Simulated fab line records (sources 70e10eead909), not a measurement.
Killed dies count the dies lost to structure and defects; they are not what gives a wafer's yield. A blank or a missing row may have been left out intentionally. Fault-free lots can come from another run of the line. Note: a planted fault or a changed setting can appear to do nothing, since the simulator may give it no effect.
Matching of chambers -- flow nandHarc -- NHARC_A_BLC_DESCUM_15 on rieDiel-13: 4 sister chambers
The step chemistry O2, time 3 s. 22 wafers are shown with their chamber, then 11 later ones without.

WAFERS, EACH WITH ITS CHAMBER
wafer,chamber,drypumpMotorCurrentA (A),showerheadPlenumPTorr (Torr),oesProductAu (a.u.)
L079.1,2,5.6,1.81,0.992
L079.4,0,6.3,1.81,1.006
L079.5,3,5.4,2.00,0.994
L078.2,3,5.4,2.00,0.995
L078.3,1,5.1,1.87,1.010
L078.4,0,6.3,1.81,1.008
L080.3,1,5.1,1.87,1.016
L080.4,0,6.3,1.81,1.015
L080.5,2,5.6,1.81,0.996
L084.1,0,6.3,1.81,1.013
L084.3,2,5.6,1.81,1.000
L084.6,3,5.4,1.99,1.013
L089.2,0,6.3,1.81,1.000
L089.3,3,5.4,1.99,0.991
L089.4,2,5.6,1.80,1.004
L087.2,1,5.1,1.86,0.994
L087.3,3,5.4,1.99,1.007
L087.5,1,5.1,1.87,1.009
L092.1,1,5.0,1.86,0.995
L092.3,2,5.6,1.80,0.995
L092.6,2,5.6,1.80,0.987
L093.1,1,5.1,1.86,0.992

SIGNATURES, as means of the wafers listed above
reading,chamber 0,chamber 1,chamber 2,chamber 3,scatter within a chamber
drypumpMotorCurrentA,6.300,5.083,5.600,5.400,0.0215
showerheadPlenumPTorr,1.8100,1.8650,1.8050,1.9940,0.00483
oesProductAu,1.00840,1.00267,0.99567,1.00000,0.00816
Rule: for a wafer and a chamber, the distance is found by dividing, reading by reading, the gap between the wafer's reading and the chamber's mean by the reading's scatter, squaring, summing and taking the root. If the next closest chamber is less than 2 further off than the closest, the wafer can't be placed; otherwise it belongs to the closest. The scatter is the square root of a quotient: the sum, over the shown wafers, of each reading's squared deviation from its chamber's mean, divided by wafers minus chambers.

WAFERS WITHOUT THEIR CHAMBER
wafer,drypumpMotorCurrentA (A),showerheadPlenumPTorr (Torr),oesProductAu (a.u.)
L093.4,5.4,1.99,0.992
L093.6,6.3,1.81,0.986
L094.1,6.3,1.81,0.992
L094.2,5.4,1.99,0.999
L094.4,5.6,1.80,0.996
L096.2,6.3,1.81,0.990
L096.5,5.5,1.80,0.996
L096.6,5.4,1.99,1.000
L097.1,5.4,1.99,0.996
L097.4,6.3,1.81,0.980
L097.5,5.6,1.80,0.992

EACH ONE'S CHAMBER
wafer,from the rows above,in truth
L093.4,3,3
L093.6,0,0
L094.1,0,0
L094.2,3,3
L094.4,2,2
L096.2,0,0
L096.5,2,2
L096.6,3,3
L097.1,3,3
L097.4,0,0
L097.5,2,2
Correctly placed: 11 of 11. Number that these rows cannot place: 0. 0 placed wrongly.
